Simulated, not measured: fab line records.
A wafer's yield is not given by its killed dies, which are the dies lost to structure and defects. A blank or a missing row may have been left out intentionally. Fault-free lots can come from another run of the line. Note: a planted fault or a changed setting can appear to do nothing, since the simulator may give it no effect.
A lot that was struck, set against a sound lot | flow n5-finfet | 36 steps out of a route of 1938
Sound: wafers L413.2, L413.4, L413.6. The struck wafers were L403.2, L403.3, L403.6. The cause is named last.
At each step with rows: each side's tool, then ch and its chambers, then its first start. Under that, the readings that differ: sound wafers | struck wafers | difference of the means | sigmas: that difference in standard deviations of wafers without a fault.
alike: readings whose means differ by less than 2 such deviations, and words and numbers that are the same on both sides. not compared: withheld readings, readings that some wafer has no value for, bounds like >300 that may hide the same value, and numbers for which the record gives no deviation and whose values overlap.
Wherever a step has rows on one side only, a row that says differs or no value, or a row with sigmas, the two part there. Numbers that don't overlap but have no deviation are shown without sigmas and don't part them. A reading missing from all wafers of one side parts the sides only when that side holds two or more wafers.

first, 9 steps without rows for these wafers: N5_BEOL_M4_ANNEAL_95 (time 240 s); N5_BEOL_M4_SPUTTER_96 (material Cu, target thk 4.5 nm, time 8.29 s); N5_BEOL_M4_ECD_50 (material Cu, target thk 300 nm); N5_BEOL_M4_ANNEAL_51 (time 90 s); N5_BEOL_M4_CMP_52 (polishes, stops on SiOC, t overpolish 6.8 s, target thk 40 nm); N5_BEOL_M4_PRE_CLEAN_60 (time 15 s); N5_BEOL_M4_CO_CAP_55 (material Co, precursor CCTBA/H2, target thk 2 nm, time 102.1 s); N5_BEOL_M4_PRE_CLEAN_56 (time 15 s); N5_BEOL_M4_DEP_57 (deposits SiCN from 3MS/NH3, target thk 8 nm, time 14 s).
N5_BEOL_M4_RC_MEAS_101:
  sound on prober-02 ch 0, day 14 09:16; struck on prober-01 ch 0, day 11 12:11
  reading       | sound       | struck      | difference | sigmas
  ION_N (uA/um) | 665 645 651 | 689 672 667 | +22        | +2
  ION_P (uA/um) | 449 443 448 | 474 463 455 | +17        | +2
  alike: DIBL_N, DIBL_P, IOFF_N, IOFF_P, SS_N, SS_P, VT_N, VT_P
then, 24 steps without rows for these wafers: N5_BEOL_M5_ILD_DEP_00 (deposits SiCOH lowk from DEMS/porogen, target thk 140.64 nm, time 25.9 s); N5_BEOL_M5_CURE_79 (cures SiCOH lowk, time 240 s); N5_BEOL_M5_PECVD_70 (deposits SiO2 from TEOS/O2, target thk 16 nm, time 18 s); N5_BEOL_M5_HM_DEP_02 (deposits TiN, target thk 20 nm); N5_BEOL_M5_COAT_59 (time 60 s, resist thk 60 nm); N5_BEOL_M5_COAT_60 (time 60 s, resist thk 12 nm); N5_BEOL_M5_COAT_71 (time 60 s, resist thk 5 nm); N5_BEOL_M5_COAT_05 (resist thk 30 nm); N5_BEOL_M5_EBR_07; N5_BEOL_M5_SOFTBAKE_06 (time 60 s); N5_BEOL_M5_EXPOSE_08 (exposes mask M5, target cd 28 nm); N5_BEOL_M5_PEB_09 (peb time 60 s); N5_BEOL_M5_DEVELOP_10 (develop time 30 s); N5_BEOL_M5_DESCUM_16 (chemistry O2, time 7 s); N5_BEOL_M5_ETCH_72 (etches underlayer in N2/H2, target depth 6.5 nm, time 5.2 s); N5_BEOL_M5_ETCH_61 (etches SiARC in CF4, target depth 15.6 nm, time 26 s); N5_BEOL_M5_ETCH_62 (etches SOC in N2/H2, target depth 75 nm, overetch 15 nm, time 112.5 s); N5_BEOL_M5_STRIP_63 (strips in N2/H2); N5_BEOL_M5_STRIP_73 (strips in N2/H2); N5_BEOL_M5_STRIP_64 (strips in CF4); N5_BEOL_M5_HM_OPEN_17 (chemistry Cl2/BCl3, target TiN, target depth 20 nm, overetch 6 nm); N5_BEOL_M5_STRIP_19 (strips in O2); N5_BEOL_M5_COAT_65 (time 60 s, resist thk 60 nm); N5_BEOL_M5_COAT_66 (time 60 s, resist thk 12 nm).
N5_BEOL_M8_VIA_ETCH_34: etches SiCOH lowk in C4F6/O2, target depth 125.5 nm, time 50.5 s.
  sound on rie-diel-03 ch 0,2,3, day 15 21:43; struck on rie-diel-03 ch 0,2,3, day 13 05:53
  no value came back on the struck wafers for any of 7 readings (C4F6_flow_sccm (sccm), O2_flow_sccm (sccm) and others); on the sound wafers C4F6_flow_sccm (sccm) reads 9.98 10.02 9.99
  reading                                    | sound    | struck       | difference | sigmas
  model.SiARC_of_BEOL_M8_COAT_64.thk-nm (nm) | 0 0 0    | 6.4 6.4 6.2  | +6.3       |
  model.SOC_of_BEOL_M8_COAT_63.thk-nm (nm)   | 54 54 54 | 60 60.4 60.2 | +6         |
  not compared: rf-hours-counter-h
-- here the record skips 4 days between the struck wafers' starts before and after, leaving off in module BEOL_M8 and picking up in module PASSIVATION (first step shown: number 1936 of the route) --
N5_PASSIVATION_PROBE_49:
  record: rows for the struck wafers here (prober-01, day 16 20:39), none for the sound ones

## WHERE THEY PART
First at N5_BEOL_M4_RC_MEAS_101; last, within this record, at N5_PASSIVATION_PROBE_49.

WHY: what the simulator had put in
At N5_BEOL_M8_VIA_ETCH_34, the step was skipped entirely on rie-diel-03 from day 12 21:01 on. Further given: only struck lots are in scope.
